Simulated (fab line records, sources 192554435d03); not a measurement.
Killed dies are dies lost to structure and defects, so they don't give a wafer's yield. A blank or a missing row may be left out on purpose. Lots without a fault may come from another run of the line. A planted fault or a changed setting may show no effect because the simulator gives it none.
Split-lot experiment | flow n5_finfet | 7 lots, 21 wafers read, on a route of 1938 steps

THE SPLIT
At N5_BEOL_M6_COAT_22 (resist thk 30 nm), the setting spin_rpm was moved away from the recipe's 1500 rpm on 7 of the 21 wafers read, by -10.3% to +7.1%. The other wafers ran this setting at the recipe's value.

FROM THE SPLIT TO THE READING: what the file shows between them, 2 steps
- N5_BEOL_M6_EXPOSE_25: exposes mask V5, target cd 40 nm (also split here: dose_mj)
- N5_BEOL_M6_PEB_26: peb time 60 s

THE READING
CAR-EUV_of_BEOL_M6_COAT_22.thk_nm (the simulator's own value, which no gauge read), in nm, at N5_BEOL_M6_DEVELOP_27 (develop time 30 s). The file gives no usual value for it. The 14 wafers here that ran the recipe average 29.6 nm, standard deviation 0.052 nm.

wafer  | tool, chamber at the split | spin_rpm as run, rpm | against the recipe | CAR-EUV_of_BEOL_M6_COAT_22.thk_nm, nm | against lot-mates on the recipe
L074.1 | litho_track-04, 0          | 1500                 | recipe             | 29.6                                  | -
L074.2 | litho_track-04, 0          | 1607                 | +7.1%              | 28.4                                  | -1.1
L074.4 | litho_track-04, 0          | 1500                 | recipe             | 29.4                                  | -
L076.4 | litho_track-04, 0          | 1500                 | recipe             | 29.6                                  | -
L076.5 | litho_track-04, 0          | 1427                 | -4.9%              | 30.4                                  | +0.8
L076.6 | litho_track-04, 0          | 1427                 | -4.9%              | 30.4                                  | +0.8
L078.2 | litho_track-05, 0          | 1581                 | +5.4%              | 28.8                                  | -0.8
L078.4 | litho_track-05, 0          | 1581                 | +5.4%              | 28.8                                  | -0.8
L078.6 | litho_track-05, 0          | 1500                 | recipe             | 29.6                                  | -
L084.2 | litho_track-04, 0          | 1500                 | recipe             | 29.6                                  | -
L084.5 | litho_track-04, 0          | 1500                 | recipe             | 29.6                                  | -
L084.6 | litho_track-04, 0          | 1500                 | recipe             | 29.6                                  | -
L087.1 | litho_track-04, 0          | 1345                 | -10.3%             | 31.4                                  | +1.8
L087.5 | litho_track-04, 0          | 1500                 | recipe             | 29.6                                  | -
L087.6 | litho_track-04, 0          | 1500                 | recipe             | 29.6                                  | -
L090.1 | litho_track-02, 0          | 1431                 | -4.6%              | 30.4                                  | +0.8
L090.3 | litho_track-02, 0          | 1500                 | recipe             | 29.6                                  | -
L090.6 | litho_track-02, 0          | 1500                 | recipe             | 29.6                                  | -
L095.2 | litho_track-04, 0          | 1500                 | recipe             | 29.6                                  | -
L095.4 | litho_track-04, 0          | 1500                 | recipe             | 29.6                                  | -
L095.6 | litho_track-04, 0          | 1500                 | recipe             | 29.6                                  | -

THE FIT
A straight line over all 21 wafers: CAR-EUV_of_BEOL_M6_COAT_22.thk_nm changes by -0.166 nm for each +1% of spin_rpm; r = -1.00; the points scatter about the line by 0.059 nm.
The same after taking each lot's own level away (the mean of its wafers on the recipe; 21 wafers): -0.163 nm for each +1%; r = -1.00; scatter 0.049 nm.
On that fit, the largest move of spin_rpm shifts the reading by 1.7 nm.
The lots' own levels span 29.50 to 29.60 nm, that is 1.9 times the standard deviation above.
So the lot-to-lot level changes the slope little: the two slopes agree.
Check: with one of the wafers moved furthest among these (-10.3%) left out of the fit, the line predicts +1.64 nm for it against its lot-mates. It came out at +1.8 nm against them.

OTHER SPLITS ON THESE WAFERS
These wafers also went through other splits before the reading. Each is held against what the fit with the lots' levels taken away leaves over:
other split on the same wafers | wafers away from the commonest value | r with CAR-EUV_of_BEOL_M6_COAT_22.thk_nm (lot level and that fit taken away)
N5_BEOL_M5_COAT_65 spin_rpm    | 7                                    | +0.35
N5_BEOL_M6_EXPOSE_25 dose_mj   | 9                                    | +0.05

THE WHOLE CHAIN: every reading that the file lists as answering this split, in the file's order
step                  | what it does      | reading                                                                            | change (the file's fit)               | r (the file's)
N5_BEOL_M6_COAT_22    | resist thk 30 nm  | CAR-EUV_of_BEOL_M6_COAT_22.thk_nm (the simulator's own value, which no gauge read) | -0.158 nm for each +1% of the setting | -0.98
N5_BEOL_M6_DEVELOP_27 | develop time 30 s | CAR-EUV_of_BEOL_M6_COAT_22.thk_nm (the simulator's own value, which no gauge read) | -0.165 nm for each +1% of the setting | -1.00

THE FILE'S OWN FIT
CAR-EUV_of_BEOL_M6_COAT_22.thk_nm changes by -0.165 nm for each +1% of spin_rpm, r = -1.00.
